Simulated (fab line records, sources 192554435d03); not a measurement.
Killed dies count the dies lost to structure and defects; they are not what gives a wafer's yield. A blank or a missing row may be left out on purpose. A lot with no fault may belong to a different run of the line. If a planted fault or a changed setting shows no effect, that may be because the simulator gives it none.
Which tool is to blame? :: flow n5Finfet :: 36 wafers from 12 lots sampled at 5 of the route's 1938 steps

WHAT THE GAUGES READ, wafer by wafer
N5_BEOL_M11_RS_MEAS_57: measurement is done with a four-point probe.
lot: L075
measured: day 12 02:55
on: filmMetro-01
M11_RS (ohm/sq): 0.151 0.150 0.157

lot: L077
measured: day 12 08:39
on: filmMetro-02
M11_RS (ohm/sq): 0.159 0.144 0.152

lot: L078
measured: day 12 12:56
on: filmMetro-02
M11_RS (ohm/sq): 0.148 0.149 0.147

lot: L081
measured: day 12 21:46
on: filmMetro-02
M11_RS (ohm/sq): 0.152 0.160 0.151

lot: L082
measured: day 13 20:49
on: filmMetro-02
M11_RS (ohm/sq): 0.149 0.147 0.150

lot: L086
measured: day 14 09:09
on: filmMetro-01
M11_RS (ohm/sq): 0.150 0.150 0.149

lot: L088
measured: day 15 00:51
on: filmMetro-02
M11_RS (ohm/sq): 0.154 0.144 0.144

lot: L090
measured: day 15 14:43
on: filmMetro-02
M11_RS (ohm/sq): 0.149 0.150 0.152

lot: L089
measured: day 16 02:48
on: filmMetro-01
M11_RS (ohm/sq): 0.151 0.153 0.150

lot: L092
measured: day 16 18:18
on: filmMetro-01
M11_RS (ohm/sq): 0.147 0.146 0.148

lot: L094
measured: day 16 20:47
on: filmMetro-01
M11_RS (ohm/sq): 0.146 0.151 0.154

lot: L097
measured: day 18 00:19
on: filmMetro-02
M11_RS (ohm/sq): 0.149 0.151 0.147

WHICH TOOL RAN EACH LOT (tool, then ch and the chambers of the sampled wafers, then the start)
lot: L075
N5_BEOL_M11_DESCUM_33: rieDiel-04 ch 1,2,3, day 11 23:56
N5_BEOL_M11_ETCH_41: rieDiel-04 ch 1,2,3, day 12 01:28 or earlier
N5_BEOL_M11_SURFACE_TREAT_76: pvdSputter-01, day 12 01:28
N5_BEOL_M11_ANNEAL_51: rtpAnneal-01 ch 0, day 12 02:15

lot: L077
N5_BEOL_M11_DESCUM_33: rieDiel-01 ch 1,2,3, day 12 05:29
N5_BEOL_M11_ETCH_41: rieDiel-01 ch 1,2,3, day 12 07:11 or earlier
N5_BEOL_M11_SURFACE_TREAT_76: pvdSputter-02, day 12 07:11
N5_BEOL_M11_ANNEAL_51: rtpAnneal-01 ch 0, day 12 07:56

lot: L078
N5_BEOL_M11_DESCUM_33: rieDiel-03 ch 0,3, day 12 08:30
N5_BEOL_M11_ETCH_41: rieDiel-03 ch 0,3, day 12 11:18 or earlier
N5_BEOL_M11_SURFACE_TREAT_76: pvdSputter-03, day 12 11:18
N5_BEOL_M11_ANNEAL_51: rtpAnneal-01 ch 0, day 12 12:20

lot: L081
N5_BEOL_M11_DESCUM_33: rieDiel-04 ch 2,3, day 12 17:52
N5_BEOL_M11_ETCH_41: rieDiel-04 ch 2,3, day 12 19:29 or earlier
N5_BEOL_M11_SURFACE_TREAT_76: pvdSputter-02, day 12 19:29
N5_BEOL_M11_ANNEAL_51: rtpAnneal-01 ch 0, day 12 21:06

lot: L082
N5_BEOL_M11_DESCUM_33: rieDiel-04 ch 0,3, day 13 17:02
N5_BEOL_M11_ETCH_41: rieDiel-04 ch 0,3, day 13 19:01 or earlier
N5_BEOL_M11_SURFACE_TREAT_76: pvdSputter-01, day 13 19:01
N5_BEOL_M11_ANNEAL_51: rtpAnneal-01 ch 0, day 13 20:08

lot: L086
N5_BEOL_M11_DESCUM_33: rieDiel-03 ch 1,2,3, day 14 05:15
N5_BEOL_M11_ETCH_41: rieDiel-03 ch 1,2,3, day 14 07:05 or earlier
N5_BEOL_M11_SURFACE_TREAT_76: pvdSputter-02, day 14 07:05
N5_BEOL_M11_ANNEAL_51: rtpAnneal-01 ch 0, day 14 08:25

lot: L088
N5_BEOL_M11_DESCUM_33: rieDiel-01 ch 0,1,3, day 14 20:51
N5_BEOL_M11_ETCH_41: rieDiel-01 ch 0,1,3, day 14 22:58 or earlier
N5_BEOL_M11_SURFACE_TREAT_76: pvdSputter-01, day 14 22:58
N5_BEOL_M11_ANNEAL_51: rtpAnneal-02 ch 0, day 15 00:08

lot: L090
N5_BEOL_M11_DESCUM_33: rieDiel-04 ch 0,2,3, day 15 10:52
N5_BEOL_M11_ETCH_41: rieDiel-04 ch 0,2,3, day 15 12:35 or earlier
N5_BEOL_M11_SURFACE_TREAT_76: pvdSputter-03, day 15 12:35
N5_BEOL_M11_ANNEAL_51: rtpAnneal-01 ch 0, day 15 13:44

lot: L089
N5_BEOL_M11_DESCUM_33: rieDiel-04 ch 0,1,2, day 15 22:28
N5_BEOL_M11_ETCH_41: rieDiel-04 ch 0,1,2, day 16 00:15 or earlier
N5_BEOL_M11_SURFACE_TREAT_76: pvdSputter-03, day 16 00:15
N5_BEOL_M11_ANNEAL_51: rtpAnneal-02 ch 0, day 16 02:07

lot: L092
N5_BEOL_M11_DESCUM_33: rieDiel-01 ch 0,3, day 16 14:49
N5_BEOL_M11_ETCH_41: rieDiel-01 ch 0,3, day 16 16:34 or earlier
N5_BEOL_M11_SURFACE_TREAT_76: pvdSputter-02, day 16 16:34
N5_BEOL_M11_ANNEAL_51: rtpAnneal-02 ch 0, day 16 17:38

lot: L094
N5_BEOL_M11_DESCUM_33: rieDiel-01 ch 2,3, day 16 17:15
N5_BEOL_M11_ETCH_41: rieDiel-01 ch 2,3, day 16 19:19 or earlier
N5_BEOL_M11_SURFACE_TREAT_76: pvdSputter-03, day 16 19:19
N5_BEOL_M11_ANNEAL_51: rtpAnneal-02 ch 0, day 16 20:05

lot: L097
N5_BEOL_M11_DESCUM_33: rieDiel-03 ch 2,3, day 17 21:11
N5_BEOL_M11_ETCH_41: rieDiel-03 ch 2,3, day 17 22:56 or earlier
N5_BEOL_M11_SURFACE_TREAT_76: pvdSputter-02, day 17 22:56
N5_BEOL_M11_ANNEAL_51: rtpAnneal-01 ch 0, day 17 23:36
- N5_BEOL_M11_DESCUM_33: chemistry O2, time 7.9 s.
- N5_BEOL_M11_ETCH_41: etches SiCN in CH3F/O2, target depth 42.6 nm, time 86 s.
- N5_BEOL_M11_SURFACE_TREAT_76
- N5_BEOL_M11_ANNEAL_51: time 90 s.

THE ANSWER, worked out from the rows above alone
Rule: what is usual is taken from the lots themselves. The widest of any qualifying gaps counts: lots, ordered by their means at a reading, are off when they make up no more than a third of the lots, leave a main group of 4 or more, and stand apart from it by 3 or more times the standard deviation of that group's means. If all means in a main group match to the digits the tables above print for the reading, that group is not used. Also off: a lot with no number at a reading for which 4 or more lots have one. The other lots that the step has rows for count as sound.
No lot is off on any of the readings shown, so nothing can be concluded from this.

WHAT HAD BEEN PUT IN BY THE SIMULATOR
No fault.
